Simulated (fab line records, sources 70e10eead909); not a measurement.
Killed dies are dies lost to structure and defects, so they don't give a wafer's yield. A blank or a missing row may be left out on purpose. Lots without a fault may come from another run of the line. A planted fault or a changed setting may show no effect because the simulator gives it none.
Chamber matching | flow nand_harc | NHARC_A_ONON_D2_DEP_33 on pecvd-02: 3 sister chambers
The step deposits SiO2, target thk 200 nm. 3 wafers are shown with their chamber, then 11 later ones without.

WAFERS WITH THEIR CHAMBER
wafer  | chamber | throttle_valve_pct (%)
L080.5 | 1       | 15.3
L082.6 | 2       | 16.7
L083.1 | 0       | 16.3

WAFERS WITHOUT THEIR CHAMBER
wafer  | throttle_valve_pct (%)
L083.4 | 16.7
L083.5 | 15.7
L084.3 | 16.6
L084.4 | 16.8
L084.6 | 15.6
L090.2 | 15.6
L090.4 | 15.8
L090.5 | 15.8
L092.3 | 15.7
L092.5 | 15.7
L092.6 | 15.8

WHICH CHAMBER EACH WENT THROUGH
wafer  | from the rows above          | in truth
L083.4 | can't be placed: 2 or 0      | 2
L083.5 | can't be placed: 1 or 0 or 2 | 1
L084.3 | can't be placed: 2 or 0      | 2
L084.4 | can't be placed: 2 or 0      | 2
L084.6 | can't be placed: 1 or 0      | 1
L090.2 | can't be placed: 1 or 0      | 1
L090.4 | can't be placed: 0 or 1 or 2 | 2
L090.5 | can't be placed: 0 or 1 or 2 | 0
L092.3 | can't be placed: 1 or 0 or 2 | 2
L092.5 | can't be placed: 1 or 0 or 2 | 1
L092.6 | can't be placed: 0 or 1 or 2 | 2
Placed correctly: 0 of 11. Can't be placed from these rows: 11 (the true chamber is among the candidates in 11). Placed wrongly: 0.
How it was worked out, from the rows above alone: a wafer's distance from a chamber is the root of the sum, over the readings, of the square of ((its reading less the chamber's mean) divided by the reading's scatter). The wafer belongs to the nearest chamber; if the next one is less than 2 further off, it can't be placed. A chamber's mean is the mean of its shown wafers. The scatter: with one shown wafer a chamber, the root of the mean of the squares of how far each hidden wafer lies from its nearest shown one.
